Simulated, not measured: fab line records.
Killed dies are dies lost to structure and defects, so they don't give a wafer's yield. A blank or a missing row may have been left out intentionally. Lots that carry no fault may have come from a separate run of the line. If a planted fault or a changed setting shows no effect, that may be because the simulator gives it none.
fab line records	flow n5_finfet	part 1 of 2: steps 1 to 26 of 32
[record] lots = 5	wafers = 15	last_day = 16
route steps=1938 shown BEOL_M13@1703 BEOL_M14@1716
lots untouched by any fault: they come from a run of this same line in which no faults occurred
start_h: hours from the record's opening day to when the first of the lot's shown wafers began	wait_h: how many hours have passed since the lot's step before this one	" the same as in the row above	L1.1+2: one row covering several wafers at once	- no value, or no start was given	* or withheld: withheld	< > ~ a bound
route shown NAME@n: NAME is a module with steps in the file, n the number in the route of the first one	usual: the fault-free wafers' mean and standard deviation	same: alike in all rows	chamber/n: place in a boat	sites: the reading at each site	_std_site: their standard deviation	_edge_site: the outer-site mean with the inner-site mean subtracted	radius_mm: for every site, how far away it sits from the centre of the wafer	mask NAME#n: copy n	behind: the last tool/chamber to shape the wafer	hold: what put the lot on hold/how long, in hours/how the hold closed	device: the n, p or np transistor that did not switch	end of line: tests of these same wafers at the route's end	for a step that has no rows: nothing shown but its recipe	killed: count of dies lost to structure and defects at first sort (not the wafer's yield)	map: dies across one wafer; x = killed, . = not, _ = none there
set.NAME: the setting as run; set.NAME@STEP: as run at that earlier step	model.NAME: the simulator's own value behind a step, which no gauge read
certain route steps with their lots: each step a table, each wafer a row
services: when a tool's chamber went out of use (start_h, in hours from the record's first day, below 0 if earlier), for how many hours, and the reason
[[steps]]
[step N5_BEOL_M13_DEGAS_41]
[recipe] ambient = vacuum	temp_c = 250	time_s = 60
[usual] heater_power_w = 329/32
lot.wafer	tool	chamber	start_h	wait_h	heater_power_w
L075.4	pvd_sputter-01	-	238.63	0.3	348
L075.5	"	-	"	"	347
L075.6	"	-	"	"	276
L078.3	pvd_sputter-03	-	252.00	0.3	299
L078.4	"	-	"	"	396
L078.6	"	-	"	"	360
L080.2	pvd_sputter-01	-	263.07	0.4	355
L080.4	"	-	"	"	328
L080.6	"	-	"	"	318
L093.1	pvd_sputter-02	-	345.23	0.5	331
L093.5	"	-	"	"	325
L093.6	"	-	"	"	348
L092.1	pvd_sputter-01	-	352.09	0.3	348
L092.2	"	-	"	"	276
L092.3	"	-	"	"	317
[step N5_BEOL_M13_PRE_CLEAN_42]
[recipe] gas = H2/He	time_s = 30	temp_c = 250
[usual] heater_power_w = 330/32
lot.wafer	tool	chamber	start_h	wait_h	heater_power_w
L075.4	pvd_sputter-01	-	238.67	0.0	347
L075.5	"	-	"	"	346
L075.6	"	-	"	"	278
L078.3	pvd_sputter-03	-	252.04	0.0	303
L078.4	"	-	"	"	388
L078.6	"	-	"	"	361
L080.2	pvd_sputter-01	-	263.11	0.0	344
L080.4	"	-	"	"	331
L080.6	"	-	"	"	319
L093.1	pvd_sputter-02	-	345.27	0.0	321
L093.5	"	-	"	"	332
L093.6	"	-	"	"	345
L092.1	pvd_sputter-01	-	352.13	0.0	339
L092.2	"	-	"	"	276
L092.3	"	-	"	"	323
[step N5_BEOL_M13_SPUTTER_43]
[recipe] material = TaN	target_thk_a = 150	temp_c = 50	bias_v = 168.6	power_w = 15000	chamber_pressure_pa = 0.12	time_s = 24.19
[usual] cathode_dc_power_W = 15000/2.8	throttle_valve_pct = 30.9/0.71
lot.wafer	tool	chamber	start_h	wait_h	cathode_dc_power_W	throttle_valve_pct
L075.4	pvd_sputter-01	-	238.71	0.0	14998	30.3
L075.5	"	-	"	"	15003	30.6
L075.6	"	-	"	"	14999	30.7
L078.3	pvd_sputter-03	-	252.08	0.0	14998	29.2
L078.4	"	-	"	"	15000	30.6
L078.6	"	-	"	"	15000	31.0
L080.2	pvd_sputter-01	-	263.15	0.0	15000	30.5
L080.4	"	-	"	"	15001	32.0
L080.6	"	-	"	"	14995	31.2
L093.1	pvd_sputter-02	-	345.31	0.0	14999	30.1
L093.5	"	-	"	"	15001	30.2
L093.6	"	-	"	"	15003	31.1
L092.1	pvd_sputter-01	-	352.17	0.0	15001	30.3
L092.2	"	-	"	"	15004	30.6
L092.3	"	-	"	"	15000	31.4
[step N5_BEOL_M13_SPUTTER_44]
[recipe] material = Ta	target_thk_a = 100	temp_c = 50	bias_v = 80	power_w = 15000	chamber_pressure_pa = 0.07	time_s = 16.13
[usual] cathode_dc_power_W = 15000/2.7	throttle_valve_pct = 30.9/0.72
lot.wafer	tool	chamber	start_h	wait_h	cathode_dc_power_W	throttle_valve_pct
L075.4	pvd_sputter-01	-	238.79	0.0	15002	30.4
L075.5	"	-	"	"	15002	30.3
L075.6	"	-	"	"	14999	30.7
L078.3	pvd_sputter-03	-	252.16	0.0	14998	29.3
L078.4	"	-	"	"	14996	30.5
L078.6	"	-	"	"	15000	31.1
L080.2	pvd_sputter-01	-	263.23	0.0	15002	30.4
L080.4	"	-	"	"	15002	31.9
L080.6	"	-	"	"	15003	31.3
L093.1	pvd_sputter-02	-	345.39	0.0	15003	30.3
L093.5	"	-	"	"	14997	30.1
L093.6	"	-	"	"	15003	31.0
L092.1	pvd_sputter-01	-	352.25	0.0	15003	30.5
L092.2	"	-	"	"	15001	30.5
L092.3	"	-	"	"	15000	31.5
[step N5_BEOL_M13_SPUTTER_45]
[recipe] material = Cu	target_thk_a = 800	temp_c = -20	bias_v = 60	power_w = 26000	chamber_pressure_pa = 0.13	time_s = 13.33
[usual] cathode_dc_power_W = 26000/5	throttle_valve_pct = 30.9/0.72
lot.wafer	tool	chamber	start_h	wait_h	cathode_dc_power_W	throttle_valve_pct
L075.4	pvd_sputter-01	-	238.87	0.0	26002	30.3
L075.5	"	-	"	"	26005	30.5
L075.6	"	-	"	"	26004	30.6
L078.3	pvd_sputter-03	-	252.24	0.0	26001	29.4
L078.4	"	-	"	"	26009	30.5
L078.6	"	-	"	"	26002	31.2
L080.2	pvd_sputter-01	-	263.31	0.0	25992	30.5
L080.4	"	-	"	"	25997	31.8
L080.6	"	-	"	"	26004	31.3
L093.1	pvd_sputter-02	-	345.47	0.0	25995	30.2
L093.5	"	-	"	"	26000	30.3
L093.6	"	-	"	"	25993	31.1
L092.1	pvd_sputter-01	-	352.33	0.0	25994	30.2
L092.2	"	-	"	"	25999	30.7
L092.3	"	-	"	"	25997	31.1
[step N5_BEOL_M13_ECD_47]
[recipe] material = Cu	target_thk_a = 9360
lot.wafer	tool	chamber	start_h	wait_h
L075.4+5+6	ecd_cu-02	0,1,0	239.03	0.1
L078.3+4+6	ecd_cu-02	0,1,0	252.41	0.1
L080.2+4+6	ecd_cu-01	0,1,1	263.42	0.1
L093.1+5+6	ecd_cu-02	1,0,1	345.59	0.1
L092.1+2+3	ecd_cu-02	0,1,1	352.45	0.1
[step N5_BEOL_M13_ANNEAL_48]
[recipe] temp_c = 225	time_s = 90	ambient = N2
[usual] wafer_temp_C_max = 225.76/0.28
lot.wafer	tool	chamber	start_h	wait_h	wafer_temp_C_max
L075.4	rtp_anneal-02	0	239.28	0.2	225.76
L075.5	"	0	"	"	225.62
L075.6	"	0	"	"	225.41
L078.3	rtp_anneal-02	0	252.64	0.2	226.38
L078.4	"	0	"	"	225.88
L078.6	"	0	"	"	225.57
L080.2	rtp_anneal-01	0	263.63	0.2	225.73
L080.4	"	0	"	"	225.89
L080.6	"	0	"	"	225.73
L093.1	rtp_anneal-02	0	345.75	0.1	225.36
L093.5	"	0	"	"	225.48
L093.6	"	0	"	"	225.65
L092.1	rtp_anneal-01	0	352.61	0.1	225.47
L092.2	"	0	"	"	225.62
L092.3	"	0	"	"	225.72
[step N5_BEOL_M13_CMP_49]
[recipe] stop_on = SiOC	t_overpolish_s = 17.1	down_force_psi = 1	platen_rpm = 50	clearing_platen_down_force_psi = 1.5	clearing_platen_rpm = 50	post_cmp_clean = cu_alkaline	target_thk_nm = 420	clearing_platen_pad_velocity_m_s = 0.99484	pad_velocity_m_s = 0.99484
[usual] barrier_field_endpoint_s = 30.0/0.65	edge_zone_pressure_frac = 1.000/0.0045	motor_current_A = 6.1/0.48	overpolish_run_s = 17.099/0.009
lot.wafer	tool	chamber	start_h	wait_h	barrier_field_endpoint_s	edge_zone_pressure_frac	motor_current_A	overpolish_run_s
L075.4	cmp-01	3	239.48	0.2	30.2	1.000	5.6	17.101
L075.5	"	2	"	"	29.4	1.004	6.6	17.107
L075.6	"	3	"	"	29.5	0.996	6.1	17.097
L078.3	cmp-04	0	252.89	0.2	30.9	0.996	5.5	17.101
L078.4	"	2	"	"	30.9	0.994	6.1	17.099
L078.6	"	0	"	"	31.4	1.003	5.7	17.099
L080.2	cmp-03	0	263.88	0.2	29.4	0.993	6.8	17.099
L080.4	"	2	"	"	30.1	1.003	5.2	17.096
L080.6	"	1	"	"	29.5	0.998	5.8	17.090
L093.1	cmp-03	1	346.10	0.3	29.9	1.000	5.9	17.095
L093.5	"	0	"	"	30.5	1.005	7.6	17.097
L093.6	"	1	"	"	29.9	1.001	5.9	17.092
L092.2	cmp-04	1	352.94	0.2	29.1	0.989	5.9	17.090
L092.1	"	2	"	"	30.5	0.992	6.5	17.089
L092.3	"	3	"	"	29.8	1.007	6.2	17.090
[step N5_BEOL_M13_THK_MEAS_50]
[recipe] thk_meas_gauge = xrf	reads = Cu_of_BEOL_M13_ECD_47
[usual] M13_THK = 410/6.3
lot.wafer	tool	chamber	start_h	wait_h	M13_THK[nm]
L075.4	film_metro-02	-	239.74	-	415
L075.5	"	-	"	"	414
L075.6	"	-	"	"	421
L078.3	film_metro-01	-	253.15	-	407
L078.4	"	-	"	"	408
L078.6	"	-	"	"	399
L080.2	film_metro-01	-	264.18	-	408
L080.4	"	-	"	"	408
L080.6	"	-	"	"	409
L093.1	film_metro-02	-	346.35	-	411
L093.5	"	-	"	"	406
L093.6	"	-	"	"	403
L092.1	film_metro-02	-	353.20	-	404
L092.2	"	-	"	"	414
L092.3	"	-	"	"	410
[step N5_BEOL_M13_PRE_CLEAN_52]
[recipe] gas = NH3	time_s = 15	temp_c = withheld	rf_power_w = 300
lot.wafer	tool	chamber	start_h	wait_h
L075.4+5+6	pecvd-03	1,0,2	239.79	0.0
L078.3+4+6	pecvd-01	1,2,2	253.19	0.0
L080.2+4+6	pecvd-01	0,2,1	264.21	0.0
L093.1+5+6	pecvd-01	1,0,2	346.39	0.0
L092.1+2+3	pecvd-01	0,1,2	353.24	0.0
[step N5_BEOL_M13_DEP_53]
[recipe] material = SiCN	target_thk_a = 500	temp_c = withheld	precursor = 3MS/NH3	pressure_torr = 3	rf_w = 675	time_s = 17.8
[usual] showerhead_plenum_p_Torr = 4.169/0.016	throttle_valve_pct = 18.3/0.85
lot.wafer	tool	chamber	start_h	wait_h	showerhead_plenum_p_Torr	throttle_valve_pct
L075.4	pecvd-03	1	239.82	0.0	4.177	17.7
L075.5	"	0	"	"	4.171	20.0
L075.6	"	2	"	"	4.177	18.1
L078.3	pecvd-01	1	253.24	0.0	4.165	18.8
L078.4	"	2	"	"	4.154	17.2
L078.6	"	2	"	"	4.151	17.0
L080.2	pecvd-01	0	264.24	0.0	4.145	17.9
L080.4	"	2	"	"	4.153	17.3
L080.6	"	1	"	"	4.170	18.8
L093.1	pecvd-01	1	346.42	0.0	4.171	18.8
L093.5	"	0	"	"	4.149	17.8
L093.6	"	2	"	"	4.162	17.7
L092.1	pecvd-01	0	353.26	0.0	4.137	18.0
L092.2	"	1	"	"	4.167	18.8
L092.3	"	2	"	"	4.150	17.3
[step N5_BEOL_M13_RS_MEAS_54]
[recipe] thk_meas_gauge = four-point-probe	reads = Cu_of_BEOL_M13_ECD_47+Ta_of_BEOL_M13_SPUTTER_44+TaN_of_BEOL_M13_SPUTTER_43
[usual] M13_RS = 0.0451/0.00069
lot.wafer	tool	chamber	start_h	wait_h	M13_RS[ohm/sq]
L075.4	film_metro-02	-	239.87	0.0	0.0447
L075.5	"	-	"	"	0.0447
L075.6	"	-	"	"	0.0439
L078.3	film_metro-01	-	253.30	0.1	0.0454
L078.4	"	-	"	"	0.0449
L078.6	"	-	"	"	0.0460
L080.2	film_metro-01	-	264.31	0.1	0.0451
L080.4	"	-	"	"	0.0452
L080.6	"	-	"	"	0.0448
L093.1	film_metro-02	-	346.48	0.0	0.0451
L093.5	"	-	"	"	0.0453
L093.6	"	-	"	"	0.0460
L092.1	film_metro-02	-	353.33	0.0	0.0455
L092.2	"	-	"	"	0.0445
L092.3	"	-	"	"	0.0450
[step N5_BEOL_M13_INSPECT_55]
[recipe] inspect_instrument = darkfield	mode = post_dep
[usual] raw_defect_count = 64/22
lot.wafer	tool	chamber	start_h	wait_h	raw_defect_count
L075.4	defect_inspect-02	-	239.90	0.0	104
L075.5	"	-	"	"	61
L075.6	"	-	"	"	82
L078.3	defect_inspect-02	-	253.33	0.0	46
L078.4	"	-	"	"	146
L078.6	"	-	"	"	85
L080.2	defect_inspect-02	-	264.33	0.0	36
L080.4	"	-	"	"	46
L080.6	"	-	"	"	29
L093.1	defect_inspect-02	-	346.51	0.0	73
L093.5	"	-	"	"	92
L093.6	"	-	"	"	106
L092.1	defect_inspect-01	-	353.36	0.0	64
L092.2	"	-	"	"	38
L092.3	"	-	"	"	61
[step N5_BEOL_M14_ILD_DEP_00]
[recipe] material = SiO2	target_thk_a = 11193	temp_c = 400	precursor = TEOS/O2	pressure_torr = 6.5	rf_w = 900	teos_flow_sccm = 161.4	gas = O2	flow_sccm = 2650	time_s = 237.4
[usual] heater_power_w = 529/96	showerhead_plenum_p_Torr = 8.35/0.03	throttle_valve_pct = 19.0/0.83
lot.wafer	tool	chamber	start_h	wait_h	heater_power_w	showerhead_plenum_p_Torr	throttle_valve_pct
L075.4	pecvd-01	0	240.01	0.1	505	8.32	18.3
L075.5	"	1	"	"	542	8.37	19.3
L075.6	"	0	"	"	616	8.31	18.4
L078.3	pecvd-04	0	253.37	0.0	455	8.32	19.6
L078.4	"	0	"	"	503	8.35	19.5
L078.6	"	1	"	"	510	8.34	19.0
L080.2	pecvd-01	1	264.37	0.0	617	8.36	19.2
L080.4	"	2	"	"	472	8.33	17.9
L080.6	"	0	"	"	517	8.31	18.4
L093.1	pecvd-03	0	346.55	0.0	538	8.37	20.7
L093.5	"	1	"	"	624	8.39	18.4
L093.6	"	0	"	"	412	8.37	20.6
L092.1	pecvd-03	2	353.39	0.0	494	8.38	18.9
L092.2	"	0	"	"	529	8.39	20.8
L092.3	"	1	"	"	599	8.40	18.6
[step N5_BEOL_M14_THK_MEAS_01]
[recipe] reads = SiO2_of_BEOL_M14_ILD_DEP_00
[usual] M14_ILD_THK = 1117/15
lot.wafer	tool	chamber	start_h	wait_h	M14_ILD_THK[nm]
L075.4	film_metro-02	-	240.20	0.1	1136
L075.5	"	-	"	"	1144
L075.6	"	-	"	"	1115
L078.3	film_metro-01	-	253.56	0.1	1119
L078.4	"	-	"	"	1121
L078.6	"	-	"	"	1138
L080.2	film_metro-02	-	264.56	0.1	1128
L080.4	"	-	"	"	1126
L080.6	"	-	"	"	1118
L093.1	film_metro-02	-	346.74	0.1	1095
L093.5	"	-	"	"	1118
L093.6	"	-	"	"	1109
L092.1	film_metro-01	-	353.58	0.1	1111
L092.2	"	-	"	"	1109
L092.3	"	-	"	"	1111
[step N5_BEOL_M14_COAT_58]
[recipe] resist = BARC	temp_c = 205	time_s = 60	spin_rpm = 1500	resist_thk_nm = 89
[usual] spin_speed_rpm = 1500.0/0.98
lot.wafer	tool	chamber	start_h	wait_h	spin_speed_rpm
L075.4	litho_track-05	0	240.23	0.0	1499.3
L075.5	"	0	"	"	1499.0
L075.6	"	0	"	"	1497.5
L078.3	litho_track-01	0	253.59	0.0	1499.3
L078.4	"	0	"	"	1499.2
L078.6	"	0	"	"	1501.1
L080.2	litho_track-04	0	264.59	0.0	1500.8
L080.4	"	0	"	"	1498.9
L080.6	"	0	"	"	1499.9
L093.1	litho_track-04	0	346.77	0.0	1500.1
L093.5	"	0	"	"	1497.9
L093.6	"	0	"	"	1499.7
L092.1	litho_track-05	0	353.61	0.0	1499.0
L092.2	"	0	"	"	1500.7
L092.3	"	0	"	"	1498.4
[step N5_BEOL_M14_COAT_04]
[recipe] spin_rpm = 1704	resist_thk_nm = 800
[usual] spin_speed_rpm = 1704.2/1.4
lot.wafer	tool	chamber	start_h	wait_h	spin_speed_rpm
L075.4	litho_track-05	0	-	-	1705.2
L075.5	"	0	"	"	1707.2
L075.6	"	0	"	"	1704.4
L078.3	litho_track-01	0	-	-	1704.4
L078.4	"	0	"	"	1704.2
L078.6	"	0	"	"	1704.0
L080.2	litho_track-04	0	-	-	1703.7
L080.4	"	0	"	"	1704.8
L080.6	"	0	"	"	1703.2
L093.1	litho_track-04	0	-	-	1704.1
L093.5	"	0	"	"	1705.8
L093.6	"	0	"	"	1703.9
L092.1	litho_track-05	0	-	-	1703.4
L092.2	"	0	"	"	1705.2
L092.3	"	0	"	"	1705.2
[step N5_BEOL_M14_EBR_06]
[recipe] solvent = PGMEA	ebr_width_mm = 1.5
lot.wafer	tool	chamber	start_h	wait_h
L075.4+5+6	litho_track-05	0	-	-
L078.3+4+6	litho_track-01	0	-	-
L080.2+4+6	litho_track-04	0	-	-
L093.1+5+6	litho_track-04	0	-	-
L092.1+2+3	litho_track-05	0	-	-
[step N5_BEOL_M14_SOFTBAKE_05]
[recipe] temp_c = 130	time_s = 60
lot.wafer	tool	chamber	start_h	wait_h
L075.4+5+6	litho_track-05	0	-	-
L078.3+4+6	litho_track-01	0	-	-
L080.2+4+6	litho_track-04	0	-	-
L093.1+5+6	litho_track-04	0	-	-
L092.1+2+3	litho_track-05	0	-	-
[step N5_BEOL_M14_EXPOSE_07]
[recipe] mask_id = V13	na = 0.8	source_shape = annular	sigma_inner = 0.5	sigma_outer = 0.8	polarization = unpolarized	attpsm_phase_deg = 180	dose_mj = 57
[usual] reticle_temp_C = 23.02/0.099
lot.wafer	tool	chamber	start_h	wait_h	mask	reticle_temp_C
L075.4	krf_scanner-02	0	240.48	-	V13#0	23.04
L075.5	"	0	"	"	V13#0	22.82
L075.6	"	0	"	"	V13#0	23.07
L078.3	krf_scanner-02	0	253.70	-	V13#0	23.04
L078.4	"	0	"	"	V13#0	23.19
L078.6	"	0	"	"	V13#0	23.08
L080.2	krf_scanner-01	0	264.82	-	V13#0	22.97
L080.4	"	0	"	"	V13#0	23.08
L080.6	"	0	"	"	V13#0	22.89
L093.1	krf_scanner-01	0	346.99	-	V13#0	23.00
L093.5	"	0	"	"	V13#0	23.01
L093.6	"	0	"	"	V13#0	23.08
L092.1	krf_scanner-02	0	353.84	-	V13#0	23.10
L092.2	"	0	"	"	V13#0	22.99
L092.3	"	0	"	"	V13#0	22.90
[step N5_BEOL_M14_PEB_08]
[recipe] peb_temp_c = 130	peb_time_s = 90
lot.wafer	tool	chamber	start_h	wait_h
L075.4+5+6	litho_track-01	0	240.52	0.0
L078.3+4+6	litho_track-04	0	253.75	0.0
L080.2+4+6	litho_track-05	0	264.88	0.0
L093.1+5+6	litho_track-04	0	347.05	0.1
L092.1+2+3	litho_track-04	0	353.90	0.1
[step N5_BEOL_M14_DEVELOP_09]
[recipe] develop_time_s = 45	rinse_liquid = diw	dry = air_spin	dev_temp_c = 21
lot.wafer	tool	chamber	start_h	wait_h
L075.4+5+6	litho_track-01	0	-	-
L078.3+4+6	litho_track-04	0	-	-
L080.2+4+6	litho_track-05	0	-	-
L093.1+5+6	litho_track-04	0	-	-
L092.1+2+3	litho_track-04	0	-	-
[step N5_BEOL_M14_HARDBAKE_14]
[recipe] temp_c = 130	time_s = 120
lot.wafer	tool	chamber	start_h	wait_h
L075.4+5+6	litho_track-01	0	-	-
L078.3+4+6	litho_track-04	0	-	-
L080.2+4+6	litho_track-05	0	-	-
L093.1+5+6	litho_track-04	0	-	-
L092.1+2+3	litho_track-04	0	-	-
[step N5_BEOL_M14_CD_MEAS_10]
[recipe] target_cd_nm = 250	landing_energy_ev = 500	detector = se_inlens	polarity = opening
[usual] cd_nm = 250.5/1.3
[same] landing_energy_ev = 500
lot.wafer	tool	chamber	start_h	wait_h	cd_nm
L075.4	cd_sem-02	0	240.64	-	251.6
L075.5	"	0	"	"	249.9
L075.6	"	0	"	"	250.3
L078.3	cd_sem-03	0	253.86	-	248.2
L078.4	"	0	"	"	249.1
L078.6	"	0	"	"	247.5
L080.2	cd_sem-02	0	264.99	-	251.6
L080.4	"	0	"	"	250.0
L080.6	"	0	"	"	249.5
L093.1	cd_sem-02	0	347.17	-	250.2
L093.5	"	0	"	"	250.0
L093.6	"	0	"	"	250.2
L092.1	cd_sem-03	0	354.01	-	252.2
L092.2	"	0	"	"	250.3
L092.3	"	0	"	"	250.6
[step N5_BEOL_M14_OVL_MEAS_11]
[recipe] points_per_wafer = 44
[usual] V13_OVL = 0/4.6
lot.wafer	tool	chamber	start_h	wait_h	V13_OVL[nm]
L075.4	overlay-02	0	240.66	0.0	-1
L075.5	"	0	"	"	-3
L075.6	"	0	"	"	6
L078.3	overlay-02	0	253.89	0.0	-5
L078.4	"	0	"	"	-8
L078.6	"	0	"	"	-3
L080.2	overlay-02	0	265.02	0.0	-5
L080.4	"	0	"	"	-4
L080.6	"	0	"	"	-2
L093.1	overlay-01	0	347.21	0.0	7
L093.5	"	0	"	"	6
L093.6	"	0	"	"	2
L092.1	overlay-02	0	354.04	0.0	-2
L092.2	"	0	"	"	6
L092.3	"	0	"	"	-3
[step N5_BEOL_M14_INSPECT_12]
[recipe] mode = adi	inspect_instrument = macro
[usual] raw_defect_count = 2.1/1.3
lot.wafer	tool	chamber	start_h	wait_h	raw_defect_count
L075.4	defect_inspect-01	-	240.69	0.0	4
L075.5	"	-	"	"	2
L075.6	"	-	"	"	3
L078.3	defect_inspect-02	-	253.92	0.0	1
L078.4	"	-	"	"	1
L078.6	"	-	"	"	2
L080.2	defect_inspect-02	-	265.04	0.0	3
L080.4	"	-	"	"	0
L080.6	"	-	"	"	1
L093.1	defect_inspect-02	-	347.23	0.0	1
L093.5	"	-	"	"	1
L093.6	"	-	"	"	2
L092.1	defect_inspect-02	-	354.07	0.0	2
L092.2	"	-	"	"	3
L092.3	"	-	"	"	4
